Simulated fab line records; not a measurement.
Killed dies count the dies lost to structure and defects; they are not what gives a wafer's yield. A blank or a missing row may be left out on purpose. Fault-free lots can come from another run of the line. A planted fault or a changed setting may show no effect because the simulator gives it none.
Matching of chambers || flow nand_harc || NHARC_A_STAIRCASE_TRIM_20 on rie_diel-12 has 4 sister chambers
The step chemistry O2, time 211.2 s. 4 wafers are shown with their chamber, then 9 later ones without.

## WAFERS, EACH WITH ITS CHAMBER
{"wafer": "L083.1", "chamber": 1, "showerhead_plenum_p_Torr (Torr)": 3.33}
{"wafer": "L085.1", "chamber": 0, "showerhead_plenum_p_Torr (Torr)": 3.59}
{"wafer": "L085.3", "chamber": 3, "showerhead_plenum_p_Torr (Torr)": 3.81}
{"wafer": "L085.6", "chamber": 2, "showerhead_plenum_p_Torr (Torr)": 3.34}

## WAFERS WITH NO CHAMBER GIVEN
{"wafer": "L089.1", "showerhead_plenum_p_Torr (Torr)": 3.32}
{"wafer": "L089.4", "showerhead_plenum_p_Torr (Torr)": 3.80}
{"wafer": "L089.5", "showerhead_plenum_p_Torr (Torr)": 3.80}
{"wafer": "L094.1", "showerhead_plenum_p_Torr (Torr)": 3.79}
{"wafer": "L094.4", "showerhead_plenum_p_Torr (Torr)": 3.32}
{"wafer": "L094.5", "showerhead_plenum_p_Torr (Torr)": 3.79}
{"wafer": "L095.1", "showerhead_plenum_p_Torr (Torr)": 3.79}
{"wafer": "L095.5", "showerhead_plenum_p_Torr (Torr)": 3.32}
{"wafer": "L095.6", "showerhead_plenum_p_Torr (Torr)": 3.79}

## EACH ONE'S CHAMBER
{"wafer": "L089.1", "from the rows above": "can't be placed: 1 or 2", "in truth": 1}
{"wafer": "L089.4", "from the rows above": 3, "in truth": 3}
{"wafer": "L089.5", "from the rows above": 3, "in truth": 3}
{"wafer": "L094.1", "from the rows above": 3, "in truth": 3}
{"wafer": "L094.4", "from the rows above": "can't be placed: 1 or 2", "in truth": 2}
{"wafer": "L094.5", "from the rows above": 3, "in truth": 3}
{"wafer": "L095.1", "from the rows above": 3, "in truth": 3}
{"wafer": "L095.5", "from the rows above": "can't be placed: 1 or 2", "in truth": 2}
{"wafer": "L095.6", "from the rows above": 3, "in truth": 3}
Placed correctly: 6 of 9. Cannot be placed on the basis of these rows: 3; the candidates contain the true chamber in 3. Number placed wrongly: 0.
How it was worked out, from the rows above alone: a wafer's distance from a chamber is the root of the sum, over the readings, of the square of ((its reading less the chamber's mean) divided by the reading's scatter). If the next closest chamber is less than 2 further off than the closest, the wafer can't be placed; otherwise it belongs to the closest. A chamber's mean is the mean of its shown wafers. The scatter: with one shown wafer a chamber, the root of the mean of the squares of how far each hidden wafer lies from its nearest shown one.
